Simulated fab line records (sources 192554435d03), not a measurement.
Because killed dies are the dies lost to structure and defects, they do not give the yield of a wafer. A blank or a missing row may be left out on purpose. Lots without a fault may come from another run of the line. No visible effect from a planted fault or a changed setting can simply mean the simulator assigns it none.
Which tool was responsible? | flow n5-finfet | Sampling: 9 lots, 27 wafers, 8 of 1938 route steps

== WHAT THE GAUGES READ, wafer by wafer ==
N5_DUMMY_GATE_OVL_MEAS_16.
lot  | measured    | on         | GATE_OVL (nm)
L302 | day 3 02:23 | overlay-01 | -0.4 -0.6 -0.5
L305 | day 3 22:08 | overlay-01 | -0.8 -1.1 0.1
L308 | day 4 10:05 | overlay-02 | -0.6 0.0 0.5
L315 | day 6 10:41 | overlay-02 | -4.4 -11.0 -4.8
L316 | day 6 11:50 | overlay-01 | -4.9 -4.8 1.0
L320 | day 7 11:25 | overlay-01 | -1.0 -1.3 -0.8
L321 | day 7 15:23 | overlay-01 | 0.1 -0.1 0.0
L323 | day 8 04:26 | overlay-02 | -0.6 -1.3 -1.2
L325 | day 8 18:31 | overlay-02 | -0.4 -0.3 -0.4

N5_DUMMY_GATE_CD_MEAS_24: the cd target is 15 nm.
lot  | measured    | on        | cd-nm (nm)
L302 | day 3 03:21 | cd-sem-01 | 14.9 15.0 14.6
L305 | day 3 23:06 | cd-sem-02 | 14.9 15.1 15.4
L308 | day 4 11:02 | cd-sem-01 | 14.9 14.2 14.2
L315 | day 6 12:02 | cd-sem-03 | - - -
L316 | day 6 12:59 | cd-sem-03 | - - -
L320 | day 7 12:22 | cd-sem-03 | 15.8 15.5 15.4
L321 | day 7 16:22 | cd-sem-03 | 14.5 15.6 14.4
L323 | day 8 06:11 | cd-sem-03 | 15.0 15.1 15.4
L325 | day 8 19:29 | cd-sem-02 | 13.9 15.2 14.5

N5_DUMMY_GATE_INSPECT_27: inspects for defects (brightfield).
lot  | measured    | on                | raw-defect-count
L302 | day 3 03:39 | defect-inspect-02 | 345 337 295
L305 | day 3 23:23 | defect-inspect-01 | 295 257 343
L308 | day 4 11:30 | defect-inspect-02 | 297 229 210
L315 | day 6 12:25 | defect-inspect-02 | 2659 2542 2591
L316 | day 6 13:20 | defect-inspect-02 | 2628 2622 2646
L320 | day 7 12:39 | defect-inspect-02 | 418 457 519
L321 | day 7 16:39 | defect-inspect-01 | 331 269 466
L323 | day 8 06:28 | defect-inspect-01 | 193 329 237
L325 | day 8 19:46 | defect-inspect-02 | 276 249 214

N5_BEOL_M4_RC_MEAS_101.
lot  | measured     | on        | DIBL_N (mV/V)  | DIBL_P (mV/V)  | IOFF_N (nA/um) | IOFF_P (nA/um) | ION_N (uA/um) | ION_P (uA/um) | SS_N (mV/dec)  | SS_P (mV/dec)  | VT_N (mV)         | VT_P (mV)
L302 | day 9 21:03  | prober-02 | 37.9 38.6 38.9 | 37.9 38.6 40.7 | 0.17 0.19 0.21 | 0.20 0.22 0.26 | 671 677 713   | 454 459 480   | 72.0 72.0 71.7 | 73.3 73.4 73.4 | 250.8 247.7 244.9 | -250 -249 -249
L305 | day 8 22:56  | prober-02 | 38.7 35.8 34.1 | 40.6 36.7 33.8 | 0.22 0.14 0.12 | 0.26 0.18 0.15 | 701 676 667   | 473 455 454   | 72.0 71.4 71.0 | 74.6 73.2 72.5 | 242.9 251.4 251.3 | -248 -256 -256
L308 | day 9 19:16  | prober-02 | 36.6 37.9 38.8 | 35.3 38.5 38.1 | 0.14 0.18 0.19 | 0.16 0.22 0.21 | 663 684 681   | 449 464 463   | 72.0 72.4 71.7 | 72.9 74.1 74.2 | 253.8 248.7 249.6 | -254 -253 -253
L320 | day 12 22:56 | prober-01 | 33.3 34.7 34.8 | 35.1 36.7 38.0 | 0.13 0.14 0.15 | 0.18 0.21 0.23 | 675 682 678   | 461 465 470   | 70.6 70.8 71.7 | 73.1 72.9 74.3 | 252.0 249.0 249.5 | -251 -250 -248
L321 | day 13 19:06 | prober-02 | 37.3 38.2 41.6 | 37.1 37.8 41.5 | 0.17 0.20 0.29 | 0.22 0.24 0.31 | 703 677 701   | 478 462 477   | 72.3 71.6 72.4 | 73.7 74.4 75.2 | 246.6 245.7 241.5 | -249 -250 -244
L323 | day 14 06:01 | prober-01 | 38.4 37.4 37.3 | 37.9 36.2 35.7 | 0.20 0.18 0.17 | 0.24 0.22 0.21 | 695 678 666   | 469 461 461   | 72.2 72.0 71.5 | 74.3 73.4 73.1 | 243.4 247.8 249.1 | -249 -251 -252
L325 | day 14 13:47 | prober-02 | 40.8 35.2 37.1 | 40.8 34.0 36.9 | 0.27 0.13 0.18 | 0.34 0.20 0.25 | 703 677 679   | 477 463 467   | 73.1 72.0 71.7 | 74.0 72.0 73.6 | 242.1 251.3 248.0 | -241 -248 -244

== EACH LOT AND THE TOOL THAT RAN IT (in order: tool; ch and the chambers of the sampled wafers; start) ==
lot  | N5_STI_FIN_REVEAL_ALD_14         | N5_STI_FIN_REVEAL_OXIDATION_33      | N5_DUMMY_GATE_CMP_04         | N5_DUMMY_GATE_HM_DEP_06
L302 | ald-sin-02 ch 0,1,2, day 2 04:26 | plasma-asher-01 ch 0,1, day 2 13:02 | cmp-04 ch 0,1,2, day 2 21:55 | lpcvd-02 ch 1/15,1/34,1/39, day 2 22:05
L305 | ald-sin-01 ch 1,2, day 3 00:15   | plasma-asher-02 ch 0,1, day 3 09:11 | cmp-02 ch 0,2,3, day 3 15:40 | lpcvd-01 ch 0/40,0/50,0/64, day 3 15:52
L308 | ald-sin-04 ch 1,3, day 3 15:50   | plasma-asher-01 ch 0,1, day 4 00:24 | cmp-03 ch 1,2,3, day 4 05:23 | lpcvd-02 ch 1/40,1/50,1/64, day 4 05:39
L315 | ald-sin-01 ch 0,1,3, day 5 12:50 | plasma-asher-01 ch 0,1, day 5 21:11 | cmp-03 ch 1,3, day 6 02:23   | lpcvd-01 ch 0/100,0/114,0/90, day 6 06:16
L316 | ald-sin-04 ch 1,2, day 5 17:20   | plasma-asher-01 ch 0,1, day 6 01:49 | cmp-02 ch 1,3, day 6 06:25   | lpcvd-02 ch 1/100,1/109,1/95, day 6 07:22
L320 | ald-sin-04 ch 0,2, day 6 17:59   | plasma-asher-01 ch 0,1, day 7 02:31 | cmp-02 ch 0,1,3, day 7 06:43 | lpcvd-01 ch 1/50,1/54,1/64, day 7 06:59
L321 | ald-sin-02 ch 0,1,3, day 6 22:04 | plasma-asher-02 ch 0,1, day 7 06:28 | cmp-02 ch 0,1,3, day 7 10:43 | lpcvd-02 ch 1/65,1/70,1/79, day 7 10:58
L323 | ald-sin-04 ch 0,1,2, day 7 10:16 | plasma-asher-02 ch 0,1, day 7 19:19 | cmp-04 ch 1,2,3, day 7 23:52 | lpcvd-02 ch 1/100,1/104,1/95, day 8 00:08
L325 | ald-sin-01 ch 0,1,3, day 8 00:40 | plasma-asher-02 ch 0,1, day 8 09:08 | cmp-04 ch 0,1,2, day 8 13:58 | lpcvd-01 ch 0/45,0/54,0/59, day 8 14:12
- N5_STI_FIN_REVEAL_ALD_14: deposits Si3N4, target thk 3 nm.
- N5_STI_FIN_REVEAL_OXIDATION_33: chemistry O2 PLASMA REMOTE, time 20 s.
- N5_DUMMY_GATE_CMP_04: polishes a-Si.
- N5_DUMMY_GATE_HM_DEP_06: deposits SiNx from DCS/NH3, target thk 80 nm, time 5141 s.

== AS READ BY THE TOOLS THEMSELVES (means over the sampled wafers that have a number; for cases with no such wafer, the mark the record gives instead) ==
N5_STI_FIN_REVEAL_ALD_14.
lot  | tool       | heater-power-w (W)
L302 | ald-sin-02 | 868
L305 | ald-sin-01 | 861
L308 | ald-sin-04 | 885
L315 | ald-sin-01 | 858
L316 | ald-sin-04 | 975
L320 | ald-sin-04 | 1012
L321 | ald-sin-02 | 895
L323 | ald-sin-04 | 945
L325 | ald-sin-01 | 846

N5_STI_FIN_REVEAL_OXIDATION_33.
lot  | tool            | chamber-pressure-mTorr (mTorr) | drypump-motor-current-A (A) | heater-power-w (W)
L302 | plasma-asher-01 | 1000.2                         | 5.8                         | 132
L305 | plasma-asher-02 | 999.4                          | 5.6                         | 171
L308 | plasma-asher-01 | 1000.1                         | 5.9                         | 141
L315 | plasma-asher-01 | 999.8                          | 5.8                         | 136
L316 | plasma-asher-01 | 999.3                          | 5.8                         | 134
L320 | plasma-asher-01 | 999.0                          | 5.8                         | 134
L321 | plasma-asher-02 | 999.1                          | 5.9                         | 173
L323 | plasma-asher-02 | 1000.5                         | 5.6                         | 172
L325 | plasma-asher-02 | 1003.4                         | 5.6                         | 171

N5_DUMMY_GATE_CMP_04.
lot  | tool   | motor-current-A (A) | pad-life-wafers | time-to-endpoint-s (s)
L302 | cmp-04 | 10.9                | 693             | 13.5
L305 | cmp-02 | 10.2                | 1664            | 9.5
L308 | cmp-03 | 9.8                 | 175             | 14.7
L315 | cmp-03 | 9.6                 | 566             | 12.0
L316 | cmp-02 | 9.7                 | 20              | 13.5
L320 | cmp-02 | 10.1                | 217             | 11.0
L321 | cmp-02 | 10.0                | 260             | 11.8
L323 | cmp-04 | 10.1                | 1597            | 10.7
L325 | cmp-04 | 11.1                | 1748            | 11.9

N5_DUMMY_GATE_HM_DEP_06.
lot  | tool     | pressure-mtorr (mTorr) | spike-tc-bottom-C (C) | zone-power-top-pct (%)
L302 | lpcvd-02 | 300.1                  | 722.1                 | 22.16
L305 | lpcvd-01 | 299.4                  | 724.7                 | 22.70
L308 | lpcvd-02 | 300.1                  | 721.7                 | 22.18
L315 | lpcvd-01 | -                      | -                     | -
L316 | lpcvd-02 | -                      | -                     | -
L320 | lpcvd-01 | 300.1                  | 721.0                 | 22.75
L321 | lpcvd-02 | 299.9                  | 723.2                 | 22.24
L323 | lpcvd-02 | 300.4                  | 722.3                 | 22.14
L325 | lpcvd-01 | 300.1                  | 723.7                 | 22.66

== THE ANSWER, worked out from the rows above alone ==
Rule: usual is defined by the lots themselves. The widest of any qualifying gaps counts: lots, ordered by their means at a reading, are off when they make up no more than a third of the lots, leave a main group of 4 or more, and stand apart from it by 3 or more times the standard deviation of that group's means. A main group is skipped when, at the precision printed for the reading in the tables above, its means are all equal. Also off: a lot with no number at a reading for which 4 or more lots have one. All remaining lots with rows at the step are treated as sound. After the gauges, taken in route order, come the tools' own readings; for these a lot's mean is taken, as printed above. At the first step where some lot is off, the reading lying furthest off is the one used; lots without a number count as furthest.
Off: L315, L316, seen at N5_DUMMY_GATE_OVL_MEAS_16 (GATE_OVL). Mean -0.5 nm and standard deviation 0.39 in the main group.
If a tool, at a process step before that reading, ran all the lots that are off and no sound lot after the first of them, it fits. Not tried: the gauges at N5_DUMMY_GATE_OVL_MEAS_16; whatever is off there is also off at N5_DUMMY_GATE_CD_MEAS_24, on other tools, and gauge error can't account for it. Not one of the candidates tried fits.

== WHAT HAD BEEN PUT IN BY THE SIMULATOR ==
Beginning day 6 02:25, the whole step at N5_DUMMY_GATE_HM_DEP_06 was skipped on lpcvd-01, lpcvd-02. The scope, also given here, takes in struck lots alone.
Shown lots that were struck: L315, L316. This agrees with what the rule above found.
